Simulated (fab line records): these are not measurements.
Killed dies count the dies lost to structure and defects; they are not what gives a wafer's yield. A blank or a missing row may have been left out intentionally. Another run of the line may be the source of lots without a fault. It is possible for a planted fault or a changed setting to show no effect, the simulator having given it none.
What tool caused it? + flow nand harc + 42 wafers from 14 lots sampled at 4 of the route's 1302 steps

## WHAT EACH GAUGE READ, for each wafer
NHARC_A_ZERO_WELL_CD_MEAS_10: target cd 2000 nm. Usual: cd nm at 1999.1 nm, with a standard deviation of 2.3.
| lot  | measured     | on        | cd nm (nm)           | flag |
|------|--------------|-----------|----------------------|------|
| L929 | day 6 12:03  | cd sem-02 | 1998.4 1996.9 1999.9 |      |
| L931 | day 7 18:34  | cd sem-01 | 2000.5 1999.7 1997.4 |      |
| L934 | day 9 00:29  | cd sem-01 | 1997.8 1995.5 1999.6 |      |
| L935 | day 9 02:29  | cd sem-01 | 2002.9 1996.5 1999.9 |      |
| L936 | day 9 15:58  | cd sem-03 | 1995.8 1997.3 1996.9 |      |
| L938 | day 10 14:43 | cd sem-01 | 2002.8 2001.2 1998.9 |      |
| L939 | day 11 01:30 | cd sem-02 | 1995.7 2001.2 1997.7 |      |
| L940 | day 11 10:13 | cd sem-01 | 2000.5 2002.0 2002.5 |      |
| L941 | day 11 13:58 | cd sem-02 | 2001.2 1996.9 2000.0 |      |
| L943 | day 13 02:49 | cd sem-03 | 1996.8 2001.9 2001.6 |      |
| L946 | day 14 02:50 | cd sem-03 | 2002.2 2000.5 2000.6 |      |
| L950 | day 15 07:29 | cd sem-01 | 1999.2 1995.8 1999.5 |      |
| L951 | day 15 17:39 | cd sem-01 | 1997.0 1993.3 1994.5 |      |
| L952 | day 16 12:32 | cd sem-01 | 1997.1 1999.6 2000.0 |      |

NHARC_A_ONON_D1_THK_MEAS_11: measures by ellipsometry. Usual: thk nm at 1001 nm, with a standard deviation of 9.6.
| lot  | measured     | on            | thk nm (nm)    | flag |
|------|--------------|---------------|----------------|------|
| L929 | day 7 11:23  | film metro-01 | 1004 1007 1004 |      |
| L931 | day 8 19:39  | film metro-02 | 1008 1006 1006 |      |
| L934 | day 10 00:11 | film metro-02 | 989 989 988    |      |
| L935 | day 10 00:13 | film metro-01 | 1021 1021 1019 |      |
| L936 | day 10 16:14 | film metro-01 | 1000 998 999   |      |
| L938 | day 11 17:54 | film metro-01 | 1007 1007 1007 |      |
| L939 | day 12 04:40 | film metro-02 | 981 978 983    |      |
| L940 | day 12 11:55 | film metro-01 | 998 998 996    |      |
| L941 | day 12 12:15 | film metro-01 | 1004 1002 1004 |      |
| L943 | day 14 04:19 | film metro-02 | 1009 914 1010  |      |
| L946 | day 15 06:31 | film metro-02 | 1017 1016 922  |      |
| L950 | day 16 08:04 | film metro-01 | 996 996 996    |      |
| L951 | day 16 17:16 | film metro-01 | 994 993 993    |      |
| L952 | day 17 12:34 | film metro-01 | 994 993 994    |      |

NHARC_A_ONON_D1_INSPECT_32. Usual: raw defect count at 71, with a standard deviation of 21.
| lot  | measured     | on                | raw defect count | flag |
|------|--------------|-------------------|------------------|------|
| L929 | day 7 22:55  | defect inspect-02 | 81 102 94        |      |
| L931 | day 9 08:37  | defect inspect-01 | 45 91 96         |      |
| L934 | day 10 12:34 | defect inspect-01 | 91 94 81         |      |
| L935 | day 10 12:32 | defect inspect-01 | 64 69 43         |      |
| L936 | day 11 06:49 | defect inspect-01 | 61 64 80         |      |
| L938 | day 12 05:05 | defect inspect-02 | 78 63 127        |      |
| L939 | day 12 15:48 | defect inspect-02 | 91 45 47         |      |
| L940 | day 12 23:38 | defect inspect-02 | 97 75 113        |      |
| L941 | day 12 23:38 | defect inspect-01 | 106 51 75        |      |
| L943 | day 14 16:18 | defect inspect-01 | 93 41 87         |      |
| L946 | day 15 18:49 | defect inspect-02 | 43 52 43         |      |
| L950 | day 16 19:10 | defect inspect-02 | 46 33 42         |      |
| L951 | day 17 06:10 | defect inspect-02 | 73 90 84         |      |
| L952 | day 18 04:05 | defect inspect-02 | 62 117 68        |      |

## TOOL THAT RAN EACH LOT (tool first, then ch and the chambers of the sampled wafers, then the start)
| lot  | NHARC_A_ONON_D1_DEP_09           |
|------|----------------------------------|
| L929 | pecvd onon-02 ch 0, day 7 10:52  |
| L931 | pecvd onon-04 ch 0, day 8 19:08  |
| L934 | pecvd onon-01 ch 0, day 9 23:47  |
| L935 | pecvd onon-04 ch 0, day 9 23:41  |
| L936 | pecvd onon-04 ch 0, day 10 15:47 |
| L938 | pecvd onon-01 ch 0, day 11 17:23 |
| L939 | pecvd onon-01 ch 0, day 12 04:10 |
| L940 | pecvd onon-02 ch 0, day 12 11:27 |
| L941 | pecvd onon-04 ch 0, day 12 11:44 |
| L943 | pecvd onon-02 ch 0, day 14 03:48 |
| L946 | pecvd onon-02 ch 0, day 15 06:10 |
| L950 | pecvd onon-04 ch 0, day 16 07:33 |
| L951 | pecvd onon-04 ch 0, day 16 16:44 |
| L952 | pecvd onon-01 ch 0, day 17 12:04 |
- NHARC_A_ONON_D1_DEP_09: target thk 1000 nm.

## AS READ BY THE TOOLS THEMSELVES (means over the sampled wafers that have a number; for cases with no such wafer, the mark the record gives instead)
NHARC_A_ONON_D1_DEP_09. Usual: nh3 flow sccm at 499.7 sccm, with a standard deviation of 1.5.
| lot  | tool          | nh3 flow sccm (sccm) | flag |
|------|---------------|----------------------|------|
| L929 | pecvd onon-02 | 498.7                |      |
| L931 | pecvd onon-04 | 499.3                |      |
| L934 | pecvd onon-01 | 500.1                |      |
| L935 | pecvd onon-04 | 498.5                |      |
| L936 | pecvd onon-04 | 500.7                |      |
| L938 | pecvd onon-01 | 498.6                |      |
| L939 | pecvd onon-01 | 497.4                |      |
| L940 | pecvd onon-02 | 500.0                |      |
| L941 | pecvd onon-04 | 500.4                |      |
| L943 | pecvd onon-02 | 499.7                |      |
| L946 | pecvd onon-02 | 499.1                |      |
| L950 | pecvd onon-04 | 499.8                |      |
| L951 | pecvd onon-04 | 500.4                |      |
| L952 | pecvd onon-01 | 498.7                |      |

## THE ANSWER, worked out from the rows above alone
Rule: take the mean of a lot's wafers that have a number; if it is more than 3 standard deviations from the usual mean, the lot is off. A lot without any number at a reading at which 4 lots or more have one is off too. Where the step has rows for the other lots, those lots are counted as sound. First the gauges in route order, then the tools' own readings, where a lot's mean is used as printed above. At the first step where some lot is off, the reading lying furthest off is the one used; lots without a number count as furthest.
No lot is off at any reading shown: from this, nothing can be told.

## WHAT THE SIMULATOR PUT IN
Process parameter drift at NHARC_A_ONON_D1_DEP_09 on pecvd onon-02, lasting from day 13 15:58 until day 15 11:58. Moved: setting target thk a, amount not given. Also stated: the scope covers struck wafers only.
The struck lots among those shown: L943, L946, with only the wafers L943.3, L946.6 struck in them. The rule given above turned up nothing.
